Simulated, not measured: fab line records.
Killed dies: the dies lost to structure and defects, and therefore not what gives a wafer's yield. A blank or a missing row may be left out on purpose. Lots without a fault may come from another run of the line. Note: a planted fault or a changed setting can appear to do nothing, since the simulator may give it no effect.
Which tool was responsible? :: flow n5_finfet :: at 1 step of a route of 1938, 11 lots with 33 wafers sampled

## WHAT EACH GAUGE READ, for each wafer
N5_MOL_CONTACT_COAG_INSPECT_97: inspects for defects (darkfield).
lot: L075
measured: day 5 17:31
on: defect_inspect-02
raw_defect_count: 33 58 44

lot: L077
measured: day 6 01:08
on: defect_inspect-01
raw_defect_count: 16 31 41

lot: L079
measured: day 6 22:46
on: defect_inspect-01
raw_defect_count: 36 42 36

lot: L081
measured: day 7 09:13
on: defect_inspect-02
raw_defect_count: 42 58 51

lot: L083
measured: day 7 15:17
on: defect_inspect-02
raw_defect_count: 45 34 39

lot: L085
measured: day 8 04:41
on: defect_inspect-01
raw_defect_count: 41 36 44

lot: L087
measured: day 8 23:07
on: defect_inspect-02
raw_defect_count: 53 25 37

lot: L089
measured: day 9 05:07
on: defect_inspect-02
raw_defect_count: 34 30 57

lot: L091
measured: day 9 12:57
on: defect_inspect-01
raw_defect_count: 52 36 58

lot: L093
measured: day 10 03:11
on: defect_inspect-02
raw_defect_count: 23 43 36

lot: L096
measured: day 10 23:56
on: defect_inspect-02
raw_defect_count: 24 54 45

## TOOL THAT RAN EACH LOT (tool first, then ch and the chambers of the sampled wafers, then the start)
The record holds no process step before these readings.

## THE ANSWER, worked out from the rows above alone
Rule: what is usual is taken from the lots themselves. Put in order of their means at a reading, lots are off if they are a third of the lots or fewer, leave a main group of 4 or more, and stand apart from it by a gap of 3 or more times the standard deviation of the main group's means; of several such gaps the widest counts. A main group is skipped when, at the precision printed for the reading in the tables above, its means are all equal. A lot without any number at a reading at which 4 lots or more have one is off too. All remaining lots with rows at the step are treated as sound.
No lot is off on any of the readings shown, so nothing can be concluded from this.

## WHAT THE SIMULATOR HAD PUT IN
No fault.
